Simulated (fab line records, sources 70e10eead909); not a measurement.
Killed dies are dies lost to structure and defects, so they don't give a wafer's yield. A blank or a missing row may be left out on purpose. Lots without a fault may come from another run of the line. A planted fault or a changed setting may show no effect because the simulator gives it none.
A struck lot beside a sound one | flow nand_harc | 14 steps out of a route of 1159
Sound: wafers L847.2, L847.5, L847.6. Struck: wafers L859.2, L859.5, L859.6. The cause comes at the end.
At each step with rows: each side's tool, then ch and its chambers, then its first start. Under that, the readings that differ: sound wafers | struck wafers | difference of the means | sigmas: that difference in standard deviations of wafers without a fault.
alike: readings whose means differ by less than 2 such deviations, and words and numbers that are the same on both sides. not compared: withheld readings, readings that some wafer has no value for, bounds like >300 that may hide the same value, and numbers for which the record gives no deviation and whose values overlap.
The two part at a step that has a row with sigmas, a row that says differs or no value, or rows on one side only. Numbers that don't overlap but have no deviation are shown without sigmas and don't part them. A reading that every wafer of one side lacks parts them only if that side has two wafers or more.

NHARC_P_GATE_STRIP_95: strips in O2.
  sound on plasma_asher-02 ch 0,1, day 5 18:22; struck on plasma_asher-01 ch 0,1, day 8 15:43
  reading            | sound       | struck      | difference | sigmas
  heater_power_w (W) | 372 354 375 | 315 312 341 | -44        | -2
  alike: drypump_motor_current_A
  not compared: rf_hours_counter_h
then, 1 step without rows for these wafers: NHARC_P_GATE_STRIP_96 (strips in SPM, time 900 s).
NHARC_P_GATE_RTA_64: time 1 s.
  sound on rtp_anneal-01 ch 0, day 5 18:58; struck on rtp_anneal-02 ch 0, day 8 16:18
  reading             | sound    | struck   | difference | sigmas
  lamp_power_pct (%)  | 37 37 37 | 27 27 27 | -10        | -2
  lamp_zone_4_pct (%) | 38 37 37 | 27 27 27 | -10        | -2
  alike: anneal_temp_c_max, wafer_temp_C_max
then, 1 step without rows for these wafers: NHARC_P_GATE_ETCH_77 (etches SiO2 in dHF, target depth 6 nm).
NHARC_P_GATE_DEGAS_109: time 60 s.
  sound on pvd_sputter-03, day 5 19:15; struck on pvd_sputter-01, day 8 16:34
  alike: heater_power_w, susceptor_temp_C
then, 5 steps without rows for these wafers: NHARC_P_GATE_PRE_CLEAN_110 (time 30 s); NHARC_P_GATE_SPUTTER_78 (material Ni, target thk 10 nm); NHARC_P_GATE_SPUTTER_79 (material TiN, target thk 10 nm); NHARC_P_GATE_RTA_80 (time 30 s); NHARC_P_GATE_STRIP_67 (strips in SPM, time 600 s).
NHARC_P_GATE_RTA_82: time 30 s.
  sound on rtp_anneal-01 ch 0, day 5 20:12; struck on rtp_anneal-02 ch 0, day 8 17:22
  reading             | sound       | struck      | difference | sigmas
  lamp_power_pct (%)  | 4.4 4.4 4.4 | 3.2 3.2 3.2 | -1.2       | -2
  lamp_zone_4_pct (%) | 4.4 4.4 4.4 | 3.2 3.2 3.2 | -1.2       | -2
  alike: anneal_temp_c_max, wafer_temp_C_max
NHARC_P_GATE_INSPECT_68:
  sound on defect_inspect-02, day 5 20:22; struck on defect_inspect-01, day 8 17:32
  alike: raw_defect_count
NHARC_P_CONTACT_DEP_30: deposits SiNx, target thk 30 nm.
  sound on pecvd-01 ch 0,2, day 5 20:26; struck on pecvd-04 ch 0,1,2, day 8 18:04
  alike: heater_power_w, susceptor_temp_C
NHARC_P_CONTACT_DEP_00: deposits SiO2, target thk 500 nm.
  sound on pecvd-01 ch 0,2; struck on pecvd-04 ch 0,1,2
  alike: heater_power_w, showerhead_vpp_V, susceptor_temp_C, throttle_valve_pct

WHERE THEY PART
First at NHARC_P_GATE_STRIP_95; last, within this record, at NHARC_P_GATE_RTA_82. Later steps at which nothing parts them and some readings are alike: NHARC_P_GATE_INSPECT_68, NHARC_P_CONTACT_DEP_30, NHARC_P_CONTACT_DEP_00.

WHY: what the simulator had put in
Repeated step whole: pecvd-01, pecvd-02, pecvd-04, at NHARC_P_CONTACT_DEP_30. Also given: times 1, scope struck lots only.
